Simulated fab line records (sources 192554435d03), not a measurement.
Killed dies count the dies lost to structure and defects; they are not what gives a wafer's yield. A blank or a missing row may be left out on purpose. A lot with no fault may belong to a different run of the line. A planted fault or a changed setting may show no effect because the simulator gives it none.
fab line records    flow n5-finfet
[record] lots = 7  wafers = 21
route steps=1938 shown BEOL_M3@935 BEOL_M4@1059 BEOL_M5@1157 BEOL_M8@1348
start-h: start of the lot's first displayed wafer, in hours after the record's first day    wait-h: how many hours have passed since the lot's step before this one    " same as the row above    L1.1+2: several wafers, shown together as one row    - value missing, or start not given    * or withheld: withheld    < > ~ a bound
route shown NAME@n: a module of which the file shows steps, and the number in the route of the first    usual: the fault-free wafers' mean and standard deviation    same: alike in all rows    chamber/n: place in a boat    sites: each site's reading    _std_site: the standard deviation of these    _edge_site: outer sites' mean less inner sites'    radius-mm: for every site, how far away it sits from the centre of the wafer    mask NAME#n: copy n    behind: the tool/chamber that last shaped the wafer    hold: what put the lot on hold/how long, in hours/how the hold closed    device: the n, p or np transistor that did not switch    end of line: the tests these same wafers got at the end of their route    step lacking rows: just its recipe    killed: count of dies lost to structure and defects at first sort (not the wafer's yield)    map: a wafer's dies, marking killed ones x, the rest . and places with no die _
set.NAME: the run value of the setting; set.NAME@STEP: its run value at that earlier step    model.NAME: the simulator's own value behind a step, which no gauge read
lots where settings were altered on purpose, with a table for each step and a row for each wafer
[[steps]]
[step N5_BEOL_M3_COAT_61]
[recipe] resist = SOC  temp-c = 250  time-s = 60  spin-rpm = 1500  resist-thk-nm = 60
lot.wafer   tool            chamber  start-h  wait-h  set.spin-rpm  model.SOC_of_BEOL_M3_COAT_61.thk-nm
L074.3+4    litho-track-01  0        146.29   0.1     1500          60.2
L074.6      "               0        "        "       1376          63
L083.2+3    litho-track-05  0        198.54   0.1     1500          60.4
L083.6      "               0        "        "       1604          58.4
L084.1+2    litho-track-02  0        203.92   0.1     1500          59.6
L084.5      "               0        "        "       1500          59.8
L085.1      litho-track-05  0        222.73   1.7     1625          58
L085.2+6    "               0        "        "       1500          60.4
L089.1+2+4  litho-track-02  0        243.55   0.1     1407          62
L092.2+6    litho-track-01  0        254.91   0.1     1500          60
L092.4      "               0        "        "       1385          62.4
L096.2      litho-track-05  0        272.20   0.1     1558          58.8
L096.4+5    "               0        "        "       1500          60.2
[step N5_BEOL_M3_COAT_62]
[recipe] resist = SiARC  temp-c = 220  time-s = 60  spin-rpm = 1500  resist-thk-nm = 12
[step N5_BEOL_M3_COAT_73]
[recipe] resist = underlayer  temp-c = 205  time-s = 60  spin-rpm = 1500  resist-thk-nm = 5
[step N5_BEOL_M3_ETCH_74]
[recipe] chemistry = N2/H2  target = underlayer  target-depth-a = 65  mask-material = CAR-EUV  time-s = 5.2  ion-energy-ev = 200  pressure-mtorr = 30  source-w = 840  bias-w = 150  n2-flow-sccm = 200  h2-flow-sccm = 200  ends = cleared
[step N5_BEOL_M3_ETCH_63]
[recipe] chemistry = CF4  target = SiARC  target-depth-a = 156  mask-material = CAR-EUV  time-s = 26  ion-energy-ev = 80  pressure-mtorr = 40  source-w = 545  bias-w = 36  Ar_flow_sccm = 100  cf4-flow-sccm = 100  ends = cleared
[step N5_BEOL_M3_ETCH_64]
[recipe] chemistry = N2/H2  target = SOC  target-depth-a = 750  overetch-a = 150  mask-material = SiARC  temp-c = 40  time-s = 112.5  ion-energy-ev = 200  pressure-mtorr = 30  source-w = 840  bias-w = 150  n2-flow-sccm = 200  h2-flow-sccm = 200
lot.wafer  tool         chamber  start-h  wait-h  set.spin-rpm@BEOL_M3_COAT_61  model.etch.depth-nm
L074.3+4   rie-diel-06  1,0      146.76   0.0     1500                          60.17
L074.6     "            0        "        "       1376                          62.91
L083.2     rie-diel-05  2        199.05   0.0     1500                          60.35
L083.3     "            3        "        "       1500                          60.47
L083.6     "            1        "        "       1604                          58.33
L084.1     rie-diel-02  2        204.48   0.0     1500                          59.66
L084.2     "            1        "        "       1500                          59.6
L084.5     "            0        "        "       1500                          59.71
L085.1     rie-diel-05  1        224.15   0.0     1625                          58.04
L085.2     "            3        "        "       1500                          60.42
L085.6     "            3        "        "       1500                          60.35
L089.1     rie-diel-02  0        244.02   0.0     1407                          61.99
L089.2     "            3        "        "       1407                          61.97
L089.4     "            3        "        "       1407                          61.93
L092.2     rie-diel-06  2        255.72   0.0     1500                          59.94
L092.4     "            3        "        "       1385                          62.48
L092.6     "            2        "        "       1500                          59.91
L096.2     rie-diel-02  0        273.49   0.0     1558                          58.85
L096.4     "            0        "        "       1500                          60.2
L096.5     "            1        "        "       1500                          60.15
[step N5_BEOL_M3_STRIP_65]
[recipe] chemistry = N2/H2  temp-c = 40  n2-flow-sccm = 200  h2-flow-sccm = 200  rf-frequency-hz = 6e+07
[step N5_BEOL_M3_STRIP_75]
[recipe] chemistry = N2/H2  temp-c = 40  n2-flow-sccm = 200  h2-flow-sccm = 200  rf-frequency-hz = 6e+07
[step N5_BEOL_M3_STRIP_66]
[recipe] chemistry = CF4  resist = SiARC  power-w = 300  bias-power-w = 75  pressure-mtorr = 50  cf4-flow-sccm = 150  rf-frequency-hz = 6e+07
[step N5_BEOL_M3_HM_OPEN_17]
[recipe] chemistry = Cl2/BCl3  target-depth-a = 200  overetch-a = 60  target = TiN  mask-material = SOC  ion-energy-ev = 150  pressure-mtorr = 10  icp-w = 1000  bias-w = 126  Cl2_flow_sccm = 53.25  bcl3-flow-sccm = 21.75  Ar_flow_sccm = 25
lot.wafer   tool          chamber  start-h  wait-h  set.spin-rpm@BEOL_M3_COAT_61  model.SOC_of_BEOL_M3_COAT_61.thk-nm
L074.3      rie-metal-03  0        146.95   0.1     1500                          52.2
L074.4      "             1        "        "       1500                          52.6
L074.6      "             0        "        "       1376                          55
L083.2+3    rie-metal-01  0        199.22   0.0     1500                          52.4
L083.6      "             1        "        "       1604                          50.2
L084.1+2+5  rie-metal-01  1,0,1    204.65   0.0     1500                          51.6
L085.1      rie-metal-01  0        224.31   0.0     1625                          50
L085.2+6    "             1,0      "        "       1500                          52.4
L089.1+2+4  rie-metal-01  1,0,0    244.19   0.0     1407                          54
L092.2+6    rie-metal-01  1        255.89   0.0     1500                          51.8
L092.4      "             1        "        "       1385                          54.4
L096.2      rie-metal-01  0        273.66   0.0     1558                          50.8
L096.4+5    "             1,0      "        "       1500                          52.2
[step N5_BEOL_M3_COAT_67]
[recipe] resist = SOC  temp-c = 250  time-s = 60  spin-rpm = 1500  resist-thk-nm = 60
lot.wafer  tool            chamber  start-h  wait-h  set.spin-rpm  model.SOC_of_BEOL_M3_COAT_67.thk-nm
L074.3+4   litho-track-05  0        147.14   0.0     1500          60
L074.6     "               0        "        "       1500          60.2
L083.2     litho-track-05  0        199.59   0.0     1435          61.4
L083.3+6   "               0        "        "       1500          60.2
L084.1+2   litho-track-02  0        205.13   0.0     1500          60
L084.5     "               0        "        "       1500          60.2
L085.1+6   litho-track-05  0        224.58   0.0     1500          60
L085.2     "               0        "        "       1500          60.4
L089.1     litho-track-05  0        244.78   0.0     1500          60.6
L089.2     "               0        "        "       1500          60.4
L089.4     "               0        "        "       1500          60.2
L092.2+4   litho-track-01  0        256.13   0.0     1562          58.8
L092.6     "               0        "        "       1500          60
L096.2     litho-track-05  0        273.88   0.0     1500          59.8
L096.4     "               0        "        "       1624          57.4
L096.5     "               0        "        "       1500          60
[step N5_BEOL_M3_COAT_22]
[recipe] resist = CAR-EUV  spin-rpm = 1500  resist-thk-nm = 30
lot.wafer  tool            chamber  start-h  wait-h  set.spin-rpm  model.CAR-EUV_of_BEOL_M3_COAT_22.thk-nm
L074.3+4   litho-track-05  0        -        -       1544          29.6
L074.6     "               0        "        "       1500          30
L083.2     litho-track-05  0        -        -       1500          30
L083.3     "               0        "        "       1500          30.2
L083.6     "               0        "        "       1632          28.8
L084.1+5   litho-track-02  0        -        -       1500          29.8
L084.2     "               0        "        "       1500          30
L085.1+6   litho-track-05  0        -        -       1392          31.4
L085.2     "               0        "        "       1500          30.2
L089.1+4   litho-track-05  0        -        -       1415          31
L089.2     "               0        "        "       1500          30.2
L092.2     litho-track-01  0        -        -       1381          31.4
L092.4+6   "               0        "        "       1500          30
L096.2     litho-track-05  0        -        -       1500          30.2
L096.4+5   "               0        "        "       1500          30
[step N5_BEOL_M3_EBR_24]
[recipe] solvent = PGMEA  ebr-width-mm = 1.5
[step N5_BEOL_M3_SOFTBAKE_23]
[recipe] temp-c = 110  time-s = 60  resist = CAR-EUV
[step N5_BEOL_M3_EXPOSE_25]
[recipe] mask-id = V2  na = 0.33  source-shape = quasar  sigma-inner = 0.2  sigma-outer = 0.8  polarization = unpolarized  defocus-nm = 5  dose-mj = 63
[step N5_BEOL_M3_PEB_26]
[recipe] peb-temp-c = 100  peb-time-s = 60  resist = CAR-EUV
[step N5_BEOL_M3_DEVELOP_27]
[recipe] develop-time-s = 30  developer = TMAH  resist = CAR-EUV  rinse-liquid = surfactant-rinse  dry = air-spin  dev-temp-c = 23
lot.wafer   tool            chamber  start-h  wait-h  set.spin-rpm@BEOL_M3_COAT_22  model.CAR-EUV_of_BEOL_M3_COAT_22.thk-nm
L074.3      litho-track-05  0        -        -       1544                          29
L074.4      "               0        "        "       1544                          29.2
L074.6      "               0        "        "       1500                          29.6
L083.2+3    litho-track-02  0        -        -       1500                          29.6
L083.6      "               0        "        "       1632                          28.4
L084.1+2+5  litho-track-02  0        -        -       1500                          29.4
L085.1+6    litho-track-05  0        -        -       1392                          30.8
L085.2      "               0        "        "       1500                          29.8
L089.1+4    litho-track-05  0        -        -       1415                          30.6
L089.2      "               0        "        "       1500                          29.6
L092.2      litho-track-01  0        -        -       1381                          31
L092.4+6    "               0        "        "       1500                          29.6
L096.2+4+5  litho-track-01  0        -        -       1500                          29.6
[step N5_BEOL_M3_ALD_98]
[recipe] material = SiO2  target-thk-a = 25  temp-c = 100  ald-precursor-family = BDEAS  ald-co-reactant = O2-plasma  pulse-time-s = 1  co-reactant-pulse-time-s = 1  purge-time-s = 2  co-reactant-purge-time-s = 2  ald-cycles = 17  pressure-torr = 2
[step N5_BEOL_M3_ETCHBACK_99]
[recipe] chemistry = CHF3  target = SiO2  target-depth-a = 50  time-s = 10.4  source-w = 215  bias-w = 47  Ar_flow_sccm = 200  CHF3_flow_sccm = 12  ion-energy-ev = 100  pressure-mtorr = 30
[step N5_BEOL_M3_ETCH_70]
[recipe] chemistry = N2/H2  target = SOC  target-depth-a = 800  overetch-a = 160  mask-material = SiARC  temp-c = 40  time-s = 120  ion-energy-ev = 200  pressure-mtorr = 30  source-w = 840  bias-w = 150  n2-flow-sccm = 200  h2-flow-sccm = 200
lot.wafer  tool         chamber  start-h  wait-h  set.spin-rpm@BEOL_M3_COAT_67  model.etch.depth-nm
L074.3     rie-diel-02  2        155.74   0.0     1500                          60.06
L074.4     "            0        "        "       1500                          59.97
L074.6     "            2        "        "       1500                          60.13
L084.1     rie-diel-05  0        209.76   0.0     1500                          59.98
L084.2     "            2        "        "       1500                          60.06
L084.5     "            1        "        "       1500                          60.14
L083.2     rie-diel-06  3        211.32   0.0     1435                          61.42
L083.3     "            2        "        "       1500                          60.3
L083.6     "            3        "        "       1500                          60.28
L085.1     rie-diel-06  1        226.58   0.0     1500                          60.08
L085.2     "            3        "        "       1500                          60.35
L085.6     "            2        "        "       1500                          59.95
L089.1     rie-diel-02  3        247.10   0.0     1500                          60.5
L089.2     "            0        "        "       1500                          60.32
L089.4     "            3        "        "       1500                          60.27
L092.2     rie-diel-06  0        258.71   0.0     1562                          58.73
L092.4     "            1        "        "       1562                          58.8
L092.6     "            2        "        "       1500                          60.03
L096.2     rie-diel-02  3        286.78   0.0     1500                          59.79
L096.4     "            1        "        "       1624                          57.46
L096.5     "            3        "        "       1500                          59.97
[step N5_BEOL_M3_STRIP_71]
[recipe] chemistry = N2/H2  temp-c = 40  n2-flow-sccm = 200  h2-flow-sccm = 200  rf-frequency-hz = 6e+07
[step N5_BEOL_M3_STRIP_78]
[recipe] chemistry = N2/H2  temp-c = 40  n2-flow-sccm = 200  h2-flow-sccm = 200  rf-frequency-hz = 6e+07
[step N5_BEOL_M3_STRIP_97]
[recipe] chemistry = N2/H2  time-s = 10  power-w = 450  temp-c = 40  pressure-mtorr = 20  rf-frequency-hz = 6e+07  bias-power-w = 7  n2-flow-sccm = 200  h2-flow-sccm = 200
[step N5_BEOL_M3_HM_STRIP_39]
[recipe] chemistry = peroxide-tin-strip  material = TiN  target-depth-a = 250  temp-c = 50  time-s = 158
lot.wafer  tool          chamber  start-h  wait-h  set.temp-c@BEOL_M3_PECVD_72  model.SiO2_of_BEOL_M3_PECVD_72.thk-nm
L074.3     wet-bench-04  1        156.13   0.0     400                          15.6
L074.4     "             6        "        "       400                          16.2
L074.6     "             0        "        "       400                          16
L084.1     wet-bench-06  6        210.14   0.0     400                          16
L084.2     "             1        "        "       400                          15.8
L084.5     "             5        "        "       400                          15.6
L083.2     wet-bench-01  3        211.71   0.0     400                          16
L083.3+6   "             2,5      "        "       400                          16.2
L085.1     wet-bench-01  5        226.97   0.0     400                          15.6
L085.2     "             6        "        "       400                          15.8
L085.6     "             3        "        "       400                          16
L089.1     wet-bench-04  3        247.48   0.0     407.3                        15
L089.2     "             5        "        "       400                          16
L089.4     "             1        "        "       400                          16.4
L092.2+4   wet-bench-04  6,7      259.10   0.0     400                          16.2
L092.6     "             2        "        "       400                          15.8
L096.2     wet-bench-06  1        287.17   0.0     400                          15.6
L096.4     "             7        "        "       387.6                        17
L096.5     "             2        "        "       400                          15.8
[step N5_BEOL_M4_DESCUM_33]
[recipe] chemistry = O2  time-s = 7  source-power-w = 50  bias-power-w = 20  pressure-mtorr = 20  rf-frequency-hz = 2.712e+07  temp-c = 40  resist = CAR-EUV  o2-flow-sccm = 225
lot.wafer   tool         chamber  start-h  wait-h  set.time-s  model.CAR-EUV_of_BEOL_M4_COAT_22.thk-nm
L074.3      rie-diel-01  0        165.34   0.2     5.646       26.8
L074.4+6    "            2,0      "        "       7           26.2
L084.1+2+5  rie-diel-01  1,3,1    217.39   0.0     7           26
L083.2      rie-diel-03  3        217.73   0.0     6.444       26.2
L083.3      "            2        "        "       6.444       26.4
L083.6      "            1        "        "       7           26
L085.1+2    rie-diel-01  1,3      233.24   0.0     7           26.2
L085.6      "            1        "        "       5.623       26.8
L089.1+4    rie-diel-04  1,3      253.21   0.0     7           26
L089.2      "            2        "        "       8.514       25.4
L092.2      rie-diel-01  2        265.24   0.0     7           26
L092.4+6    "            3,1      "        "       8.095       25.4
L096.2      rie-diel-04  2        293.85   0.3     7.853       25.8
L096.4      "            1        "        "       7.853       25.6
L096.5      "            1        "        "       7           26
[step N5_BEOL_M4_ETCH_77]
[recipe] chemistry = N2/H2  target = underlayer  target-depth-a = 65  mask-material = CAR-EUV  time-s = 5.2  ion-energy-ev = 200  pressure-mtorr = 30  source-w = 840  bias-w = 150  n2-flow-sccm = 200  h2-flow-sccm = 200  ends = cleared
lot.wafer  tool         chamber  start-h  wait-h  set.time-s@BEOL_M4_DESCUM_33  model.CAR-EUV_of_BEOL_M4_COAT_22.thk-nm
L074.3     rie-diel-01  0        165.37   0.0     5.646                         21
L074.4+6   "            2,0      "        "       7                             20.4
L084.1+2   rie-diel-01  1,3      217.42   0.0     7                             20.2
L084.5     "            1        "        "       7                             20.4
L083.2     rie-diel-03  3        217.77   0.0     6.444                         20.4
L083.3     "            2        "        "       6.444                         20.6
L083.6     "            1        "        "       7                             20.2
L085.1+2   rie-diel-01  1,3      233.28   0.0     7                             20.4
L085.6     "            1        "        "       5.623                         21
L089.1+4   rie-diel-04  1,3      253.25   0.0     7                             20.4
L089.2     "            2        "        "       8.514                         19.6
L092.2     rie-diel-01  2        265.27   0.0     7                             20.2
L092.4+6   "            3,1      "        "       8.095                         19.8
L096.2+4   rie-diel-04  2,1      293.89   0.0     7.853                         20
L096.5     "            1        "        "       7                             20.4
[step N5_BEOL_M4_ETCH_69]
[recipe] chemistry = CF4  target = SiARC  target-depth-a = 156  mask-material = CAR-EUV  time-s = 26  ion-energy-ev = 80  pressure-mtorr = 40  source-w = 545  bias-w = 36  Ar_flow_sccm = 100  cf4-flow-sccm = 100  ends = cleared
lot.wafer  tool         chamber  start-h  wait-h  set.cf4-flow-sccm  set.time-s@BEOL_M4_DESCUM_33  model.CAR-EUV_of_BEOL_M4_COAT_22.thk-nm
L074.3     rie-diel-01  0        165.39   0.0     114.8              5.646                         11.8
L074.4     "            2        "        "       114.8              7                             11.2
L074.6     "            0        "        "       100                7                             11.2
L084.1+2   rie-diel-01  1,3      217.44   0.0     100                7                             11
L084.5     "            1        "        "       100                7                             11.2
L083.2     rie-diel-03  3        217.78   0.0     100                6.444                         11.2
L083.3     "            2        "        "       115.9              6.444                         11.4
L083.6     "            1        "        "       100                7                             11
L085.1+2   rie-diel-01  1,3      233.29   0.0     118.1              7                             11.2
L085.6     "            1        "        "       100                5.623                         11.8
L089.1     rie-diel-04  1        253.26   0.0     100                7                             11.2
L089.2     "            2        "        "       100                8.514                         10.4
L089.4     "            3        "        "       110.8              7                             11.2
L092.2     rie-diel-01  2        265.29   0.0     108.1              7                             11.2
L092.4     "            3        "        "       108.1              8.095                         10.6
L092.6     "            1        "        "       100                8.095                         10.6
L096.2+4   rie-diel-04  2,1      293.90   0.0     100                7.853                         10.8
L096.5     "            1        "        "       100                7                             11.2
[step N5_BEOL_M4_ALD_98]
[recipe] material = SiO2  target-thk-a = 25  temp-c = 100  ald-precursor-family = BDEAS  ald-co-reactant = O2-plasma  pulse-time-s = 1  co-reactant-pulse-time-s = 1  purge-time-s = 2  co-reactant-purge-time-s = 2  ald-cycles = 17  pressure-torr = 2
[step N5_BEOL_M4_ETCHBACK_99]
[recipe] chemistry = CHF3  target = SiO2  target-depth-a = 50  time-s = 10.4  source-w = 215  bias-w = 47  Ar_flow_sccm = 200  CHF3_flow_sccm = 12  ion-energy-ev = 100  pressure-mtorr = 30
lot.wafer  tool         chamber  start-h  wait-h  set.time-s@BEOL_M4_DESCUM_33  model.CAR-EUV_of_BEOL_M4_COAT_22.thk-nm
L074.3     rie-diel-01  0        169.87   4.4     5.646                         11.2
L074.4+6   "            2,3      "        "       7                             10.4
L083.2+3   rie-diel-01  2,3      220.77   2.5     6.444                         10.6
L083.6     "            0        "        "       7                             10.4
L084.1     rie-diel-01  1        221.16   3.6     7                             10.2
L084.2+5   "            3        "        "       7                             10.4
L085.1+2   rie-diel-04  0,2      238.74   5.1     7                             10.4
L085.6     "            0        "        "       5.623                         11.2
L089.1+4   rie-diel-04  1,3      258.82   5.4     7                             10.4
L089.2     "            3        "        "       8.514                         9.6
L092.2     rie-diel-01  1        267.84   2.3     7                             10.4
L092.4+6   "            2        "        "       8.095                         9.8
L096.2     rie-diel-01  2        294.17   0.1     7.853                         10.2
L096.4     "            1        "        "       7.853                         10
L096.5     "            3        "        "       7                             10.4
[step N5_BEOL_M5_VIA_ETCH_34]
[recipe] chemistry = C4F6/O2  target = SiCOH_lowk  target-depth-a = 883  mask-material = SOC  taper-deg = 4  time-s = 39.2  ion-energy-ev = 250  pressure-mtorr = 30  source-w = 345  bias-w = 185  Ar_flow_sccm = 300  C4F6_flow_sccm = 10  O2_flow_sccm = 10
[usual] rf-vpp-V = 657/16
lot.wafer  tool         chamber  start-h  wait-h  set.source-w  rf-vpp-V
L074.3     rie-diel-06  3        180.43   0.0     345           647
L074.4     "            1        "        "       328.8         679
L074.6     "            0        "        "       345           649
L083.2     rie-diel-02  1        230.89   0.0     404.7         595
L083.3     "            3        "        "       345           670
L083.6     "            1        "        "       345           644
L084.1     rie-diel-02  3        234.96   0.0     345           669
L084.2     "            1        "        "       345           646
L084.5     "            1        "        "       345           646
L085.1     rie-diel-06  2        250.54   0.0     345           661
L085.2     "            1        "        "       288           726
L085.6     "            1        "        "       345           660
L089.1     rie-diel-06  1        271.94   0.0     345           661
L089.2     "            0        "        "       345           648
L089.4     "            3        "        "       345           648
L092.2     rie-diel-02  1        278.53   0.0     374.6         620
L092.4     "            3        "        "       345           668
L092.6     "            1        "        "       345           645
L096.2     rie-diel-02  3        303.98   0.0     345           669
L096.4     "            0        "        "       383.2         597
L096.5     "            1        "        "       383.2         612
[step N5_BEOL_M5_ETCH_41]
[recipe] chemistry = CH3F/O2  target = SiCN  target-depth-a = 315  taper-deg = 2  time-s = 56.7  ion-energy-ev = 120  mask-material = TiN  pressure-mtorr = 30  source-w = 395  bias-w = 75  Ar_flow_sccm = 150  CH3F_flow_sccm = 30  O2_flow_sccm = 20
[usual] rf-vpp-V = 296.7/1.8
lot.wafer  tool         chamber  start-h  wait-h  set.source-w  rf-vpp-V
L074.3     rie-diel-06  3        -        -       395           296.3
L074.4     "            1        "        "       456.2         281.1
L074.6     "            0        "        "       456.2         284.2
L083.2     rie-diel-02  1        -        -       395           294.9
L083.3     "            3        "        "       395           297.5
L083.6     "            1        "        "       367.7         302.6
L084.1     rie-diel-02  3        -        -       395           295.7
L084.2     "            1        "        "       395           295.7
L084.5     "            1        "        "       395           293.8
L085.1     rie-diel-06  2        -        -       395           299.6
L085.2     "            1        "        "       395           295.2
L085.6     "            1        "        "       395           294.3
L089.1     rie-diel-06  1        -        -       395           295.3
L089.2     "            0        "        "       395           298.2
L089.4     "            3        "        "       395           294.1
L092.2     rie-diel-02  1        -        -       455.5         281.1
L092.4     "            3        "        "       455.5         283.1
L092.6     "            1        "        "       395           296.0
L096.2     rie-diel-02  3        -        -       395           294.2
L096.4     "            0        "        "       438.1         287.0
L096.5     "            1        "        "       395           294.8
[step N5_BEOL_M8_DESCUM_16]
[recipe] chemistry = O2  time-s = 7.9  source-power-w = 50  bias-power-w = 20  pressure-mtorr = 20  rf-frequency-hz = 2.712e+07  temp-c = 40  resist = CAR-ArF  o2-flow-sccm = 225
lot.wafer  tool         chamber  start-h  wait-h  set.time-s  model.CAR-ArF_of_BEOL_M8_COAT_05.thk-nm
L074.3     rie-diel-04  2        208.78   0.0     7.9         83.6
L074.4     "            3        "        "       7.9         83.4
L074.6     "            0        "        "       7.122       83.8
L083.2     rie-diel-01  0        256.45   0.0     7.9         83.2
L083.3     "            1        "        "       7.259       83.4
L083.6     "            0        "        "       7.9         83.4
L084.1+2   rie-diel-01  3,0      259.23   0.4     7.9         83.4
L084.5     "            2        "        "       7.9         83.6
L085.1     rie-diel-04  3        280.84   0.0     6.369       84.4
L085.2+6   "            1,2      "        "       7.9         83.4
L089.1     rie-diel-04  3        297.54   0.2     7.9         83.2
L089.2+4   "            1,2      "        "       6.487       84
L092.2     rie-diel-01  3        303.01   0.0     6.533       84.4
L092.4     "            1        "        "       7.9         83.6
L092.6     "            2        "        "       7.9         83.8
L096.2+5   rie-diel-04  0,1      332.05   0.0     7.9         83.4
L096.4     "            2        "        "       7.9         83.2
[step N5_BEOL_M8_ETCH_61]
[recipe] chemistry = CF4  target = SiARC  target-depth-a = 455  mask-material = CAR-ArF  time-s = 75.8  ion-energy-ev = 80  pressure-mtorr = 40  source-w = 545  bias-w = 36  Ar_flow_sccm = 100  cf4-flow-sccm = 100  ends = cleared
lot.wafer   tool         chamber  start-h  wait-h  set.time-s@BEOL_M8_DESCUM_16  model.CAR-ArF_of_BEOL_M8_COAT_05.thk-nm
L074.3      rie-diel-04  2        208.82   0.0     7.9                           51
L074.4      "            3        "        "       7.9                           50.8
L074.6      "            0        "        "       7.122                         51.2
L083.2      rie-diel-01  0        256.49   0.0     7.9                           50.4
L083.3      "            1        "        "       7.259                         50.6
L083.6      "            0        "        "       7.9                           50.6
L084.1+5    rie-diel-01  3,2      259.26   0.0     7.9                           51
L084.2      "            0        "        "       7.9                           50.8
L085.1      rie-diel-04  3        280.87   0.0     6.369                         51.6
L085.2+6    "            1,2      "        "       7.9                           50.8
L089.1      rie-diel-04  3        297.57   0.0     7.9                           50.4
L089.2+4    "            1,2      "        "       6.487                         51.4
L092.2      rie-diel-01  3        303.05   0.0     6.533                         51.8
L092.4      "            1        "        "       7.9                           50.8
L092.6      "            2        "        "       7.9                           51.2
L096.2+4+5  rie-diel-04  0,2,1    332.08   0.0     7.9                           50.8
[[key]]
[split] step = N5_BEOL_M3_COAT_61  setting = spin-rpm  stated = 1500  by = wafer
[response] step = N5_BEOL_M3_COAT_61  reading = model.SOC_of_BEOL_M3_COAT_61.thk-nm  change = -0.311  per = 1%  r = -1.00
[response] step = N5_BEOL_M3_ETCH_64  reading = model.etch.depth-nm  change = -0.313  per = 1%  r = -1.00
[response] step = N5_BEOL_M3_HM_OPEN_17  reading = model.SOC_of_BEOL_M3_COAT_61.thk-nm  change = -0.316  per = 1%  r = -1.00
[split] step = N5_BEOL_M3_COAT_67  setting = spin-rpm  stated = 1500  by = wafer
[response] step = N5_BEOL_M3_COAT_67  reading = model.SOC_of_BEOL_M3_COAT_67.thk-nm  change = -0.296  per = 1%  r = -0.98
[response] step = N5_BEOL_M3_ETCH_70  reading = model.etch.depth-nm  change = -0.289  per = 1%  r = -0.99
[split] step = N5_BEOL_M3_COAT_22  setting = spin-rpm  stated = 1500  by = wafer
[response] step = N5_BEOL_M3_COAT_22  reading = model.CAR-EUV_of_BEOL_M3_COAT_22.thk-nm  change = -0.158  per = 1%  r = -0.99
[response] step = N5_BEOL_M3_DEVELOP_27  reading = model.CAR-EUV_of_BEOL_M3_COAT_22.thk-nm  change = -0.155  per = 1%  r = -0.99
[split] step = N5_BEOL_M4_DESCUM_33  setting = time-s  stated = 7  by = wafer
[response] step = N5_BEOL_M4_DESCUM_33  reading = model.CAR-EUV_of_BEOL_M4_COAT_22.thk-nm  change = -0.0307  per = 1%  r = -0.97
[response] step = N5_BEOL_M4_ETCH_77  reading = model.CAR-EUV_of_BEOL_M4_COAT_22.thk-nm  change = -0.0322  per = 1%  r = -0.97
[response] step = N5_BEOL_M4_ETCH_69  reading = model.CAR-EUV_of_BEOL_M4_COAT_22.thk-nm  change = -0.034  per = 1%  r = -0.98
[response] step = N5_BEOL_M4_ETCHBACK_99  reading = model.CAR-EUV_of_BEOL_M4_COAT_22.thk-nm  change = -0.0375  per = 1%  r = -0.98
[split] step = N5_BEOL_M4_ETCH_69  setting = cf4-flow-sccm  stated = 100  by = wafer
response none clear
[split] step = N5_BEOL_M5_VIA_ETCH_34  setting = source-w  stated = 345  by = wafer
[response] step = N5_BEOL_M5_VIA_ETCH_34  reading = rf-vpp-V  change = -4.21  per = 1%  r = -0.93
[split] step = N5_BEOL_M5_ETCH_41  setting = source-w  stated = 395  by = wafer
[response] step = N5_BEOL_M5_ETCH_41  reading = rf-vpp-V  change = -0.856  per = 1%  r = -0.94
[split] step = N5_BEOL_M8_DESCUM_16  setting = time-s  stated = 7.9  by = wafer
[response] step = N5_BEOL_M8_DESCUM_16  reading = model.CAR-ArF_of_BEOL_M8_COAT_05.thk-nm  change = -0.0428  per = 1%  r = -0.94
[response] step = N5_BEOL_M8_ETCH_61  reading = model.CAR-ArF_of_BEOL_M8_COAT_05.thk-nm  change = -0.0441  per = 1%  r = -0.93
split outside-this-file step=N5_BEOL_M3_PECVD_72 setting=temp-c
// split outside-this-file: this setting was split too, and the file shows its column; the key of that split is in another file
